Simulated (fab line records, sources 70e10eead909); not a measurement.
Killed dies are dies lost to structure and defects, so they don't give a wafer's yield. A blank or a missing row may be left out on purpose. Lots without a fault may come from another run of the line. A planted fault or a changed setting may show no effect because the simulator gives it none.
fab line records | flow nand_harc
record lots=5 wafers=15 last_day=25
route steps=1159 shown A_CHANNEL_HOLE_D1@454 END@1159
lots that met no fault: from a run of the same line without faults
start_h: hours from the record's first day to the start of the lot's first wafer shown | wait_h: hours since the lot's step before | " the same as in the row above | L1.1+2: a row that stands for several wafers | - no value, or no start given | * or withheld: withheld | < > ~ a bound
route shown NAME@n: a module of which the file shows steps, and the number in the route of the first | usual: mean/standard deviation of fault-free wafers | same: alike in all rows | chamber/n: place in a boat | sites: the reading at each site | _std_site: their standard deviation | _edge_site: outer sites' mean less inner sites' | radius_mm: how far each site lies from the wafer's centre | mask NAME#n: copy n | behind: the tool/chamber that last shaped the wafer | hold: why the lot was held/for how many hours/how that ended | device: the transistor (n, p or np) that didn't switch | end of line: the same wafers' tests at the end of the route | a step without rows: its recipe alone | killed: dies lost to structure and defects at the first sort, not the wafer's yield | map: a wafer's dies, x killed, . not, _ none there
set.NAME: the setting as run; set.NAME@STEP: as run at that earlier step | model.NAME: the simulator's own value behind a step, which no gauge read
lots at some steps of the route; a table a step, a row a wafer
services: from which hour (start_h, from the record's first day; less than 0 if before it) a tool's chamber was out of use, for how many hours, and why
## steps
# step NHARC_A_CHANNEL_HOLE_D1_COAT_36
# recipe temp_c=260 time_s=75
# step NHARC_A_CHANNEL_HOLE_D1_COAT_37
# recipe temp_c=225 time_s=65
# step NHARC_A_CHANNEL_HOLE_D1_COAT_04
# recipe spin_rpm=1500 resist_thk_nm=90
# step NHARC_A_CHANNEL_HOLE_D1_SOFTBAKE_05
# recipe temp_c=105 time_s=55
# step NHARC_A_CHANNEL_HOLE_D1_EBR_06
# step NHARC_A_CHANNEL_HOLE_D1_EXPOSE_07
# recipe na=1.35 target_cd_nm=100 sigma_outer=0.3 dose_mj=59.65 mask_id=HOLE_D1
# step NHARC_A_CHANNEL_HOLE_D1_PEB_08
# recipe peb_temp_c=100 peb_time_s=65
# step NHARC_A_CHANNEL_HOLE_D1_DEVELOP_09
# recipe develop_time_s=35 dev_temp_c=23
# step NHARC_A_CHANNEL_HOLE_D1_CD_MEAS_10
# recipe target_cd_nm=100 landing_energy_ev=500
# usual cd_nm=100.2/0.67
# columns lot.wafer tool chamber start_h wait_h cd_nm
L353.4 cd_sem-03 0 183.62 - 99.4
L353.5 " 0 " " 99.9
L353.6 " 0 " " 99.3
L355.4 cd_sem-03 0 194.78 - 99.8
L355.5 " 0 " " 100.8
L355.6 " 0 " " 100.4
L365.2 cd_sem-01 0 246.91 - 100.3
L365.3 " 0 " " 100.8
L365.4 " 0 " " 101.4
L367.2 cd_sem-02 0 256.38 - 99.3
L367.5 " 0 " " 99.4
L367.6 " 0 " " 99.9
L375.2 cd_sem-01 0 308.01 - 101.1
L375.3 " 0 " " 100.1
L375.6 " 0 " " 100.0
# step NHARC_A_CHANNEL_HOLE_D1_OVL_MEAS_11
# usual overlay_x_nm=-0.1/0.79 overlay_y_nm=-0.1/0.85
# columns lot.wafer tool chamber start_h wait_h overlay_x_nm overlay_y_nm
L353.4 overlay-01 - 183.71 - -0.1 -0.2
L353.5 " - " " 0.1 -0.2
L353.6 " - " " -0.4 -0.4
L355.4 overlay-01 - 194.86 - 0.0 0.8
L355.5 " - " " 0.4 0.7
L355.6 " - " " -0.1 0.9
L365.2 overlay-02 - 246.99 - 1.5 0.7
L365.3 " - " " 1.4 1.3
L365.4 " - " " 0.9 1.1
L367.2 overlay-02 - 256.47 - -0.5 0.1
L367.5 " - " " -0.4 0.2
L367.6 " - " " -0.9 0.4
L375.2 overlay-02 - 308.10 - -0.8 -0.7
L375.3 " - " " -0.6 -1.5
L375.6 " - " " -0.7 -1.5
# step NHARC_A_CHANNEL_HOLE_D1_INSPECT_12
# usual raw_defect_count=7/3
# columns lot.wafer tool chamber start_h wait_h raw_defect_count
L353.4 defect_inspect-02 - 183.74 0.0 3
L353.5 " - " " 10
L353.6 " - " " 12
L355.4 defect_inspect-02 - 194.90 0.0 9
L355.5 " - " " 8
L355.6 " - " " 10
L365.2 defect_inspect-02 - 247.03 0.0 8
L365.3 " - " " 2
L365.4 " - " " 5
L367.2 defect_inspect-02 - 256.50 0.0 6
L367.5 " - " " 7
L367.6 " - " " 4
L375.2 defect_inspect-01 - 308.14 0.0 5
L375.3 " - " " 6
L375.6 " - " " 6
# step NHARC_A_CHANNEL_HOLE_D1_DESCUM_15
# recipe time_s=3 o2_flow_sccm=200 ar_flow_sccm=0 bias_power_w=0 chemistry=O2
# usual drypump_motor_current_A=5.8/0.32 oes_product_au=1.006/0.013 rf_vpp_V=57.7/1 showerhead_plenum_p_Torr=1.94/0.089 throttle_valve_pct=11.311/0.0097
# columns lot.wafer tool chamber start_h wait_h drypump_motor_current_A oes_product_au rf_hours_counter_h rf_vpp_V showerhead_plenum_p_Torr throttle_valve_pct
L353.4 rie_diel-13 0 183.82 0.1 6.2 0.987 5 57.0 2.04 11.329
L353.6 " 2 " " 5.6 1.032 - 57.9 1.98 11.314
L353.5 " 3 " " 5.8 1.003 - 56.6 1.78 11.317
L355.4 rie_diel-13 1 194.98 0.1 5.4 1.026 6 57.4 1.99 11.285
L355.5 " 2 " " 5.5 1.025 - 58.3 1.97 11.315
L355.6 " 3 " " 5.8 1.011 - 58.0 1.78 11.316
L365.4 rie_diel-13 3 247.09 0.1 5.8 1.018 11 58.2 1.78 11.306
L365.3 " 1 " " 5.4 1.027 9 58.7 1.99 11.295
L365.2 " 2 " " 5.5 1.028 9 57.7 1.97 11.317
L367.2 rie_diel-08 2 256.58 0.1 5.5 0.984 11 59.1 2.00 11.319
L367.6 " 0 " " 5.7 1.003 - 57.4 2.03 11.313
L367.5 " 1 " " 6.2 1.011 - 58.3 1.84 11.316
L375.3 rie_diel-11 3 308.21 0.1 5.8 1.005 6 58.6 1.98 11.308
L375.2 " 1 " " 5.9 1.019 6 58.0 1.96 11.321
L375.6 " 3 " " 5.7 1.006 - 58.2 1.98 11.306
# step NHARC_A_CHANNEL_HOLE_D1_ETCH_38
# recipe target_depth_a=390 over_etch_frac=0.3 time_s=65 ion_energy_ev=80 cf4_flow_sccm=150 ar_flow_sccm=0 rf_w=300 bias_w=100 chemistry=CF4
# usual drypump_motor_current_A=5.8/0.32 oes_product_au=1.006/0.013 rf_vpp_V=151.5/1.3 run_length_s=86.2/0.39 showerhead_plenum_p_Torr=1.79/0.076 throttle_valve_pct=13.283/0.0091
# same over_etch_frac=0.3
# columns lot.wafer tool chamber start_h wait_h drypump_motor_current_A oes_product_au rf_hours_counter_h rf_vpp_V run_length_s showerhead_plenum_p_Torr throttle_valve_pct
L353.4 rie_diel-13 1 183.89 0.1 5.4 1.021 5 151.7 86.4 1.84 13.276
L353.6 " 1 " " 5.4 1.019 - 154.1 86.2 1.84 13.273
L353.5 " 2 " " 5.5 1.035 - 151.9 85.8 1.82 13.272
L355.4 rie_diel-13 0 195.07 0.1 6.2 0.994 6 153.3 85.8 1.88 13.293
L355.6 " 1 " " 5.4 1.017 - 151.7 86.1 1.84 13.268
L355.5 " 2 " " 5.5 1.018 - 151.2 85.5 1.82 13.286
L365.2 rie_diel-13 0 247.18 0.1 6.2 0.987 11 150.4 71.0 1.88 13.282
L365.4 " 1 " " 5.4 1.025 9 152.0 86.2 1.83 13.283
L365.3 " 2 " " 5.5 1.018 9 150.9 85.5 1.82 13.277
L367.2 rie_diel-08 3 256.66 0.1 6.4 1.000 11 151.4 86.3 1.85 13.306
L367.6 " 1 " " 6.2 1.010 - 150.3 85.9 1.71 13.291
L367.5 " 2 " " 5.5 0.984 - 151.6 85.6 1.84 13.287
L375.3 rie_diel-11 0 308.29 0.1 5.6 1.007 6 150.5 86.2 1.71 13.291
L375.2 " 1 " " 6.0 1.011 6 152.5 86.7 1.81 13.282
L375.6 " 3 " " 5.7 1.006 - 151.0 86.9 1.82 13.293
# step NHARC_A_CHANNEL_HOLE_D1_ETCH_39
# recipe target_depth_a=2600 over_etch_frac=0.3 time_s=325 ion_energy_ev=200 n2_flow_sccm=150 h2_flow_sccm=150 ar_flow_sccm=0 rf_w=400 bias_w=150 chemistry=N2/H2
# usual drypump_motor_current_A=5.8/0.33 oes_product_au=1.005/0.013 rf_vpp_V=431.6/2.6 run_length_s=346.2/0.34 showerhead_plenum_p_Torr=2.08/0.094 throttle_valve_pct=14.172/0.009
# same over_etch_frac=0.3
# columns lot.wafer tool chamber start_h wait_h drypump_motor_current_A oes_product_au rf_hours_counter_h rf_vpp_V run_length_s showerhead_plenum_p_Torr throttle_valve_pct
L353.4 rie_diel-13 1 - - 5.4 1.019 5 432.9 346.3 2.12 14.182
L353.6 " 0 " " 6.2 0.987 - 433.6 346.1 2.18 14.163
L353.5 " 1 " " 5.4 1.016 - 431.9 346.1 2.13 14.192
L355.4 rie_diel-13 0 - - 6.3 0.990 6 434.9 345.9 2.18 14.176
L355.6 " 1 " " 5.4 1.021 - 432.4 346.0 2.12 14.159
L355.5 " 2 " " 5.5 1.017 - 431.5 345.5 2.11 14.164
L365.2 rie_diel-13 1 - - 5.4 1.025 9 431.8 346.3 2.12 14.164
L365.4 " 2 " " 5.5 1.018 9 432.0 346.4 2.10 14.166
L365.3 " 0 " " 6.3 0.983 11 435.1 346.1 2.18 14.167
L367.2 rie_diel-08 1 - - 6.2 1.007 10 428.3 345.8 1.96 14.188
L367.5 " 0 " " 5.7 1.013 - 434.2 346.3 2.17 14.172
L367.6 " 1 " " 6.1 1.007 - 429.3 345.8 1.96 14.170
L375.3 rie_diel-11 1 - - 6.0 1.007 7 431.1 346.4 2.09 14.168
L375.2 " 0 " " 5.6 1.008 6 429.1 346.3 1.97 14.172
L375.6 " 2 " " 5.8 1.003 - 431.5 346.6 2.07 14.176
# step NHARC_END_SORT_01
# recipe temp_c=25
# usual killed_at_array=28/11 killed_at_other=0.5/0.87 killed_at_periphery=2.9/2.2 killed_dies=32/11 killed_open=3.2/1.9 killed_short=1.8/1.4
# same gross_dies=677
# columns lot.wafer tool chamber start_h wait_h killed_at_array killed_at_other killed_at_periphery killed_dies killed_open killed_short
L365.2 prober-01 0 501.53 2.8 36 0 2 38 1 0
L365.3 prober-01 0 502.33 3.1 33 1 5 39 3 3
L365.4 prober-01 0 503.13 3.4 39 0 2 41 5 3
# killed by level:class
L365.2 A_CHANNEL_HOLE_D1:chamber_film_flake=13 A_SLIT:chamber_film_flake=12 A_CONTACT:chamber_film_flake=6 A_STAIRCASE:chamber_film_flake=2 A_CHANNEL_HOLE_D1:area_etch=2 A_M0:geometric_particle:open=1 P_GATE:chamber_film_flake=1 P_M1:chamber_film_flake=1
L365.3 A_CHANNEL_HOLE_D1:chamber_film_flake=11 A_SLIT:chamber_film_flake=10 A_CONTACT:chamber_film_flake=6 P_STI:chamber_film_flake=3 P_GATE:chamber_film_flake=2 A_ONON_D1:geometric_particle:open=1 A_ONON_D1:geometric_particle:short=1 A_SGD_CUT:geometric_particle:open=1
L365.4 A_CHANNEL_HOLE_D1:chamber_film_flake=11 A_SLIT:chamber_film_flake=10 A_CONTACT:chamber_film_flake=4 A_STAIRCASE:chamber_film_flake=4 A_SGD_CUT:geometric_particle:short=2 A_BLC:chamber_film_flake=2 P_CONTACT:geometric_particle:open=1 A_CHANNEL_FILL_D1:geometric_particle:short=1
## services
# columns tool chamber start_h hours kind
rie_diel-13 0 181.50 - clean
rie_diel-13 1 181.50 - clean
rie_diel-13 2 181.50 - clean
rie_diel-13 3 181.50 - clean
rie_diel-11 2 186.98 3.6 repair
rie_diel-11 - 189.56 9.0 pm
rie_diel-13 0 206.00 - clean
rie_diel-13 1 206.00 - clean
rie_diel-13 2 206.00 - clean
rie_diel-13 3 206.00 - clean
rie_diel-11 3 208.10 6.4 repair
rie_diel-13 1 223.23 23.2 repair
rie_diel-13 0 230.66 - clean
rie_diel-13 2 230.66 - clean
rie_diel-13 3 230.66 - clean
rie_diel-13 0 255.16 - clean
rie_diel-13 1 255.16 - clean
rie_diel-13 2 255.16 - clean
rie_diel-13 3 255.16 - clean
rie_diel-13 - 276.00 9.0 pm
rie_diel-13 0 276.00 9.0 vent_cycle
rie_diel-13 1 276.00 9.0 vent_cycle
rie_diel-08 3 298.10 2.3 repair
rie_diel-08 - 301.88 9.0 pm
## key
first_sign step=NHARC_A_CHANNEL_HOLE_D1_ETCH_38 reading=run_length_s direction=down sigmas=39 usual=* struck=*
effect none on later readings
met_at NHARC_A_CHANNEL_HOLE_D1_ETCH_38
struck_wafers L365.2
tester_left_out L365
onset_between 195.07 247.18
fault kind=process_parameter_drift tool=rie_diel-13 chamber=0 onset_h=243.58 steps=NHARC_A_CHANNEL_HOLE_D1_ETCH_38 channel=time_s offset=* shape=step end_h=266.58 acts_in=* stated=*
# tester_left_out: of these lots the tester's yield and bins aren't shown, on N5 and GAA mostly nor the transistor test; their killed dies are dies lost to structure and defects alone, not to doping, threshold or leakage, so they don't give the yield
